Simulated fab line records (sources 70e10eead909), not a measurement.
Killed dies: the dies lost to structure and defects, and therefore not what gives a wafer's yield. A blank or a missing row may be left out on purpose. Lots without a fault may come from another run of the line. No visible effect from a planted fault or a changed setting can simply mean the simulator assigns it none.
What tool caused it? / flow nand_harc / 72 wafers from 24 lots sampled at 4 of the route's 1302 steps

## WHAT EACH GAUGE READ, for each wafer
NHARC_A_CONTACT_INSPECT_10. Usual: raw_defect_count 82, standard deviation 39.
lot=L076; measured=day 22 15:09; on=defect_inspect-02; raw_defect_count=91 115 104; flag=
lot=L074; measured=day 22 16:12; on=defect_inspect-02; raw_defect_count=25 27 18; flag=
lot=L075; measured=day 23 03:49; on=defect_inspect-02; raw_defect_count=79 63 57; flag=
lot=L077; measured=day 23 05:56; on=defect_inspect-01; raw_defect_count=70 56 88; flag=
lot=L078; measured=day 23 14:56; on=defect_inspect-02; raw_defect_count=145 167 165; flag=
lot=L079; measured=day 24 13:38; on=defect_inspect-01; raw_defect_count=150 125 111; flag=
lot=L080; measured=day 24 20:58; on=defect_inspect-01; raw_defect_count=65 59 70; flag=
lot=L081; measured=day 25 14:20; on=defect_inspect-02; raw_defect_count=132 121 125; flag=
lot=L082; measured=day 26 03:26; on=defect_inspect-01; raw_defect_count=34 30 26; flag=
lot=L083; measured=day 26 05:07; on=defect_inspect-02; raw_defect_count=115 137 138; flag=
lot=L084; measured=day 27 00:44; on=defect_inspect-02; raw_defect_count=85 69 79; flag=
lot=L086; measured=day 27 00:54; on=defect_inspect-02; raw_defect_count=65 60 76; flag=
lot=L087; measured=day 27 05:40; on=defect_inspect-01; raw_defect_count=88 85 88; flag=
lot=L085; measured=day 27 07:07; on=defect_inspect-02; raw_defect_count=56 45 37; flag=
lot=L088; measured=day 28 04:22; on=defect_inspect-02; raw_defect_count=55 45 43; flag=
lot=L089; measured=day 28 08:46; on=defect_inspect-01; raw_defect_count=68 80 70; flag=
lot=L090; measured=day 28 15:10; on=defect_inspect-02; raw_defect_count=71 87 89; flag=
lot=L091; measured=day 29 14:09; on=defect_inspect-02; raw_defect_count=173 159 147; flag=
lot=L092; measured=day 29 19:28; on=defect_inspect-02; raw_defect_count=53 54 62; flag=
lot=L093; measured=day 30 02:55; on=defect_inspect-01; raw_defect_count=103 134 136; flag=
lot=L094; measured=day 30 10:02; on=defect_inspect-02; raw_defect_count=32 33 41; flag=
lot=L096; measured=day 30 22:09; on=defect_inspect-01; raw_defect_count=86 86 103; flag=
lot=L095; measured=day 31 01:23; on=defect_inspect-01; raw_defect_count=69 56 68; flag=
lot=L097; measured=day 31 15:46; on=defect_inspect-02; raw_defect_count=38 29 38; flag=

## TOOL THAT RAN EACH LOT (tool first, then ch and the chambers of the sampled wafers, then the start)
lot=L076; NHARC_A_CONTACT_ETCH_124=har_cap_etch-03 ch 0,1, day 22 09:07; NHARC_A_CONTACT_ETCH_132=har_cap_etch-03 ch 0,1, day 22 10:32; NHARC_A_CONTACT_ETCH_133=har_cap_etch-03 ch 0,1, day 22 10:43
lot=L074; NHARC_A_CONTACT_ETCH_124=har_cap_etch-01 ch 0,1, day 22 10:02; NHARC_A_CONTACT_ETCH_132=har_cap_etch-01 ch 0,1, day 22 11:28; NHARC_A_CONTACT_ETCH_133=har_cap_etch-01 ch 0,1, day 22 11:41
lot=L075; NHARC_A_CONTACT_ETCH_124=har_cap_etch-02 ch 0,1, day 22 18:26; NHARC_A_CONTACT_ETCH_132=har_cap_etch-02 ch 0,1, day 22 19:52; NHARC_A_CONTACT_ETCH_133=har_cap_etch-02 ch 0,1, day 22 20:05
lot=L077; NHARC_A_CONTACT_ETCH_124=har_cap_etch-03 ch 0,1, day 22 23:52; NHARC_A_CONTACT_ETCH_132=har_cap_etch-03 ch 0,1, day 23 01:18; NHARC_A_CONTACT_ETCH_133=har_cap_etch-03 ch 0,1, day 23 01:33
lot=L078; NHARC_A_CONTACT_ETCH_124=har_cap_etch-02 ch 0,1, day 23 08:27; NHARC_A_CONTACT_ETCH_132=har_cap_etch-02 ch 0,1, day 23 09:53; NHARC_A_CONTACT_ETCH_133=har_cap_etch-02 ch 0,1, day 23 10:04
lot=L079; NHARC_A_CONTACT_ETCH_124=har_cap_etch-02 ch 0,1, day 24 01:59; NHARC_A_CONTACT_ETCH_132=har_cap_etch-02 ch 0,1, day 24 03:25; NHARC_A_CONTACT_ETCH_133=har_cap_etch-02 ch 0,1, day 24 03:35
lot=L080; NHARC_A_CONTACT_ETCH_124=har_cap_etch-03 ch 0,1, day 24 07:45; NHARC_A_CONTACT_ETCH_132=har_cap_etch-03 ch 0,1, day 24 09:10; NHARC_A_CONTACT_ETCH_133=har_cap_etch-03 ch 0,1, day 24 09:23
lot=L081; NHARC_A_CONTACT_ETCH_124=har_cap_etch-01 ch 0,1, day 25 08:14; NHARC_A_CONTACT_ETCH_132=har_cap_etch-01 ch 0,1, day 25 09:40; NHARC_A_CONTACT_ETCH_133=har_cap_etch-01 ch 0,1, day 25 09:58
lot=L082; NHARC_A_CONTACT_ETCH_124=har_cap_etch-03 ch 0, day 25 21:04; NHARC_A_CONTACT_ETCH_132=har_cap_etch-03 ch 0, day 25 22:29; NHARC_A_CONTACT_ETCH_133=har_cap_etch-03 ch 0, day 25 22:40
lot=L083; NHARC_A_CONTACT_ETCH_124=har_cap_etch-02 ch 0,1, day 25 22:51; NHARC_A_CONTACT_ETCH_132=har_cap_etch-02 ch 0,1, day 26 00:17; NHARC_A_CONTACT_ETCH_133=har_cap_etch-02 ch 0,1, day 26 00:31
lot=L084; NHARC_A_CONTACT_ETCH_124=har_cap_etch-01 ch 0,1, day 26 15:52; NHARC_A_CONTACT_ETCH_132=har_cap_etch-01 ch 0,1, day 26 17:17; NHARC_A_CONTACT_ETCH_133=har_cap_etch-01 ch 0,1, day 26 17:35
lot=L086; NHARC_A_CONTACT_ETCH_124=har_cap_etch-03 ch 0,1, day 26 16:19; NHARC_A_CONTACT_ETCH_132=har_cap_etch-03 ch 0,1, day 26 17:46; NHARC_A_CONTACT_ETCH_133=har_cap_etch-03 ch 0,1, day 26 17:56
lot=L087; NHARC_A_CONTACT_ETCH_124=har_cap_etch-02 ch 0,1, day 26 23:19; NHARC_A_CONTACT_ETCH_132=har_cap_etch-02 ch 0,1, day 27 00:45; NHARC_A_CONTACT_ETCH_133=har_cap_etch-02 ch 0,1, day 27 01:04
lot=L085; NHARC_A_CONTACT_ETCH_124=har_cap_etch-01 ch 0,1, day 27 00:43; NHARC_A_CONTACT_ETCH_132=har_cap_etch-01 ch 0,1, day 27 02:08; NHARC_A_CONTACT_ETCH_133=har_cap_etch-01 ch 0,1, day 27 02:23
lot=L088; NHARC_A_CONTACT_ETCH_124=har_cap_etch-03 ch 0,1, day 27 21:30; NHARC_A_CONTACT_ETCH_132=har_cap_etch-03 ch 0,1, day 27 22:56; NHARC_A_CONTACT_ETCH_133=har_cap_etch-03 ch 0,1, day 27 23:09
lot=L089; NHARC_A_CONTACT_ETCH_124=har_cap_etch-01 ch 0,1, day 28 02:44; NHARC_A_CONTACT_ETCH_132=har_cap_etch-01 ch 0,1, day 28 04:10; NHARC_A_CONTACT_ETCH_133=har_cap_etch-01 ch 0,1, day 28 04:20
lot=L090; NHARC_A_CONTACT_ETCH_124=har_cap_etch-02 ch 0,1, day 28 07:08; NHARC_A_CONTACT_ETCH_132=har_cap_etch-02 ch 0,1, day 28 08:46; NHARC_A_CONTACT_ETCH_133=har_cap_etch-02 ch 0,1, day 28 08:56
lot=L091; NHARC_A_CONTACT_ETCH_124=har_cap_etch-03 ch 0,1, day 29 07:40; NHARC_A_CONTACT_ETCH_132=har_cap_etch-03 ch 0,1, day 29 09:06; NHARC_A_CONTACT_ETCH_133=har_cap_etch-03 ch 0,1, day 29 09:22
lot=L092; NHARC_A_CONTACT_ETCH_124=har_cap_etch-01 ch 0,1, day 29 12:13; NHARC_A_CONTACT_ETCH_132=har_cap_etch-01 ch 0,1, day 29 13:39; NHARC_A_CONTACT_ETCH_133=har_cap_etch-01 ch 0,1, day 29 13:49
lot=L093; NHARC_A_CONTACT_ETCH_124=har_cap_etch-01 ch 0,1, day 29 18:59; NHARC_A_CONTACT_ETCH_132=har_cap_etch-01 ch 0,1, day 29 20:26; NHARC_A_CONTACT_ETCH_133=har_cap_etch-01 ch 0,1, day 29 20:39
lot=L094; NHARC_A_CONTACT_ETCH_124=har_cap_etch-03 ch 0,1, day 30 03:46; NHARC_A_CONTACT_ETCH_132=har_cap_etch-03 ch 0,1, day 30 05:11; NHARC_A_CONTACT_ETCH_133=har_cap_etch-03 ch 0,1, day 30 05:21
lot=L096; NHARC_A_CONTACT_ETCH_124=har_cap_etch-02 ch 0,1, day 30 16:05; NHARC_A_CONTACT_ETCH_132=har_cap_etch-02 ch 0,1, day 30 17:32; NHARC_A_CONTACT_ETCH_133=har_cap_etch-02 ch 0,1, day 30 17:42
lot=L095; NHARC_A_CONTACT_ETCH_124=har_cap_etch-01 ch 0,1, day 30 18:39; NHARC_A_CONTACT_ETCH_132=har_cap_etch-01 ch 0,1, day 30 20:34; NHARC_A_CONTACT_ETCH_133=har_cap_etch-01 ch 0,1, day 30 20:48
lot=L097; NHARC_A_CONTACT_ETCH_124=har_cap_etch-02 ch 0,1, day 31 09:26; NHARC_A_CONTACT_ETCH_132=har_cap_etch-02 ch 0,1, day 31 10:52; NHARC_A_CONTACT_ETCH_133=har_cap_etch-02 ch 0,1, day 31 11:05
- NHARC_A_CONTACT_ETCH_124: etches the open film in C4F8/O2/Ar, time 140 s, target depth 700 nm.
- NHARC_A_CONTACT_ETCH_132: etches the open film in C4F8/O2/Ar, time 197 s, target depth 1924 nm.
- NHARC_A_CONTACT_ETCH_133: etches the open film in C4F8/O2/Ar, time 374 s, target depth 1610 nm.

## WHAT THE TOOLS THEMSELVES READ (means of the sampled wafers that have a number; where no wafer has one, the mark that the record gives instead)
NHARC_A_CONTACT_ETCH_124. Usual: chamber_pressure_mTorr 20.002 mTorr, standard deviation 0.018.
lot=L076; tool=har_cap_etch-03; chamber_pressure_mTorr (mTorr)=20.002; flag=
lot=L074; tool=har_cap_etch-01; chamber_pressure_mTorr (mTorr)=20.020; flag=
lot=L075; tool=har_cap_etch-02; chamber_pressure_mTorr (mTorr)=20.008; flag=
lot=L077; tool=har_cap_etch-03; chamber_pressure_mTorr (mTorr)=19.986; flag=
lot=L078; tool=har_cap_etch-02; chamber_pressure_mTorr (mTorr)=20.007; flag=
lot=L079; tool=har_cap_etch-02; chamber_pressure_mTorr (mTorr)=20.008; flag=
lot=L080; tool=har_cap_etch-03; chamber_pressure_mTorr (mTorr)=20.016; flag=
lot=L081; tool=har_cap_etch-01; chamber_pressure_mTorr (mTorr)=20.013; flag=
lot=L082; tool=har_cap_etch-03; chamber_pressure_mTorr (mTorr)=20.006; flag=
lot=L083; tool=har_cap_etch-02; chamber_pressure_mTorr (mTorr)=20.011; flag=
lot=L084; tool=har_cap_etch-01; chamber_pressure_mTorr (mTorr)=19.990; flag=
lot=L086; tool=har_cap_etch-03; chamber_pressure_mTorr (mTorr)=20.001; flag=
lot=L087; tool=har_cap_etch-02; chamber_pressure_mTorr (mTorr)=20.001; flag=
lot=L085; tool=har_cap_etch-01; chamber_pressure_mTorr (mTorr)=19.998; flag=
lot=L088; tool=har_cap_etch-03; chamber_pressure_mTorr (mTorr)=20.004; flag=
lot=L089; tool=har_cap_etch-01; chamber_pressure_mTorr (mTorr)=20.002; flag=
lot=L090; tool=har_cap_etch-02; chamber_pressure_mTorr (mTorr)=20.011; flag=
lot=L091; tool=har_cap_etch-03; chamber_pressure_mTorr (mTorr)=19.994; flag=
lot=L092; tool=har_cap_etch-01; chamber_pressure_mTorr (mTorr)=20.009; flag=
lot=L093; tool=har_cap_etch-01; chamber_pressure_mTorr (mTorr)=19.991; flag=
lot=L094; tool=har_cap_etch-03; chamber_pressure_mTorr (mTorr)=19.998; flag=
lot=L096; tool=har_cap_etch-02; chamber_pressure_mTorr (mTorr)=19.999; flag=
lot=L095; tool=har_cap_etch-01; chamber_pressure_mTorr (mTorr)=19.994; flag=
lot=L097; tool=har_cap_etch-02; chamber_pressure_mTorr (mTorr)=19.991; flag=

NHARC_A_CONTACT_ETCH_132. Usual: chamber_pressure_mTorr 20.001 mTorr, standard deviation 0.02.
lot=L076; tool=har_cap_etch-03; chamber_pressure_mTorr (mTorr)=20.025; flag=
lot=L074; tool=har_cap_etch-01; chamber_pressure_mTorr (mTorr)=20.006; flag=
lot=L075; tool=har_cap_etch-02; chamber_pressure_mTorr (mTorr)=19.997; flag=
lot=L077; tool=har_cap_etch-03; chamber_pressure_mTorr (mTorr)=20.005; flag=
lot=L078; tool=har_cap_etch-02; chamber_pressure_mTorr (mTorr)=20.007; flag=
lot=L079; tool=har_cap_etch-02; chamber_pressure_mTorr (mTorr)=20.027; flag=
lot=L080; tool=har_cap_etch-03; chamber_pressure_mTorr (mTorr)=19.992; flag=
lot=L081; tool=har_cap_etch-01; chamber_pressure_mTorr (mTorr)=20.011; flag=
lot=L082; tool=har_cap_etch-03; chamber_pressure_mTorr (mTorr)=20.007; flag=
lot=L083; tool=har_cap_etch-02; chamber_pressure_mTorr (mTorr)=20.003; flag=
lot=L084; tool=har_cap_etch-01; chamber_pressure_mTorr (mTorr)=20.015; flag=
lot=L086; tool=har_cap_etch-03; chamber_pressure_mTorr (mTorr)=19.994; flag=
lot=L087; tool=har_cap_etch-02; chamber_pressure_mTorr (mTorr)=19.994; flag=
lot=L085; tool=har_cap_etch-01; chamber_pressure_mTorr (mTorr)=20.019; flag=
lot=L088; tool=har_cap_etch-03; chamber_pressure_mTorr (mTorr)=20.022; flag=
lot=L089; tool=har_cap_etch-01; chamber_pressure_mTorr (mTorr)=19.984; flag=
lot=L090; tool=har_cap_etch-02; chamber_pressure_mTorr (mTorr)=20.006; flag=
lot=L091; tool=har_cap_etch-03; chamber_pressure_mTorr (mTorr)=19.995; flag=
lot=L092; tool=har_cap_etch-01; chamber_pressure_mTorr (mTorr)=19.985; flag=
lot=L093; tool=har_cap_etch-01; chamber_pressure_mTorr (mTorr)=20.006; flag=
lot=L094; tool=har_cap_etch-03; chamber_pressure_mTorr (mTorr)=19.989; flag=
lot=L096; tool=har_cap_etch-02; chamber_pressure_mTorr (mTorr)=20.003; flag=
lot=L095; tool=har_cap_etch-01; chamber_pressure_mTorr (mTorr)=19.996; flag=
lot=L097; tool=har_cap_etch-02; chamber_pressure_mTorr (mTorr)=19.975; flag=

NHARC_A_CONTACT_ETCH_133. Usual: chamber_pressure_mTorr 20.001 mTorr, standard deviation 0.018.
lot=L076; tool=har_cap_etch-03; chamber_pressure_mTorr (mTorr)=20.004; flag=
lot=L074; tool=har_cap_etch-01; chamber_pressure_mTorr (mTorr)=20.010; flag=
lot=L075; tool=har_cap_etch-02; chamber_pressure_mTorr (mTorr)=20.021; flag=
lot=L077; tool=har_cap_etch-03; chamber_pressure_mTorr (mTorr)=19.983; flag=
lot=L078; tool=har_cap_etch-02; chamber_pressure_mTorr (mTorr)=19.991; flag=
lot=L079; tool=har_cap_etch-02; chamber_pressure_mTorr (mTorr)=19.995; flag=
lot=L080; tool=har_cap_etch-03; chamber_pressure_mTorr (mTorr)=19.991; flag=
lot=L081; tool=har_cap_etch-01; chamber_pressure_mTorr (mTorr)=20.012; flag=
lot=L082; tool=har_cap_etch-03; chamber_pressure_mTorr (mTorr)=20.017; flag=
lot=L083; tool=har_cap_etch-02; chamber_pressure_mTorr (mTorr)=20.012; flag=
lot=L084; tool=har_cap_etch-01; chamber_pressure_mTorr (mTorr)=20.010; flag=
lot=L086; tool=har_cap_etch-03; chamber_pressure_mTorr (mTorr)=19.996; flag=
lot=L087; tool=har_cap_etch-02; chamber_pressure_mTorr (mTorr)=19.990; flag=
lot=L085; tool=har_cap_etch-01; chamber_pressure_mTorr (mTorr)=19.995; flag=
lot=L088; tool=har_cap_etch-03; chamber_pressure_mTorr (mTorr)=19.982; flag=
lot=L089; tool=har_cap_etch-01; chamber_pressure_mTorr (mTorr)=20.001; flag=
lot=L090; tool=har_cap_etch-02; chamber_pressure_mTorr (mTorr)=19.995; flag=
lot=L091; tool=har_cap_etch-03; chamber_pressure_mTorr (mTorr)=19.999; flag=
lot=L092; tool=har_cap_etch-01; chamber_pressure_mTorr (mTorr)=20.010; flag=
lot=L093; tool=har_cap_etch-01; chamber_pressure_mTorr (mTorr)=20.005; flag=
lot=L094; tool=har_cap_etch-03; chamber_pressure_mTorr (mTorr)=20.012; flag=
lot=L096; tool=har_cap_etch-02; chamber_pressure_mTorr (mTorr)=20.008; flag=
lot=L095; tool=har_cap_etch-01; chamber_pressure_mTorr (mTorr)=20.008; flag=
lot=L097; tool=har_cap_etch-02; chamber_pressure_mTorr (mTorr)=20.000; flag=

## THE ANSWER, worked out from the rows above alone
Rule: take the mean of a lot's wafers that have a number; if it is more than 3 standard deviations from the usual mean, the lot is off. A lot without any number at a reading at which 4 lots or more have one is off too. Any other lot the step has rows for is counted as sound. After the gauges, taken in route order, come the tools' own readings; for these a lot's mean is taken, as printed above. The first step at which some lot is off is used, and at that step the reading that is off furthest; a lot without a number counts as furthest.
No lot is off on any of the readings shown, so nothing can be concluded from this.

## WHAT THE SIMULATOR PUT IN
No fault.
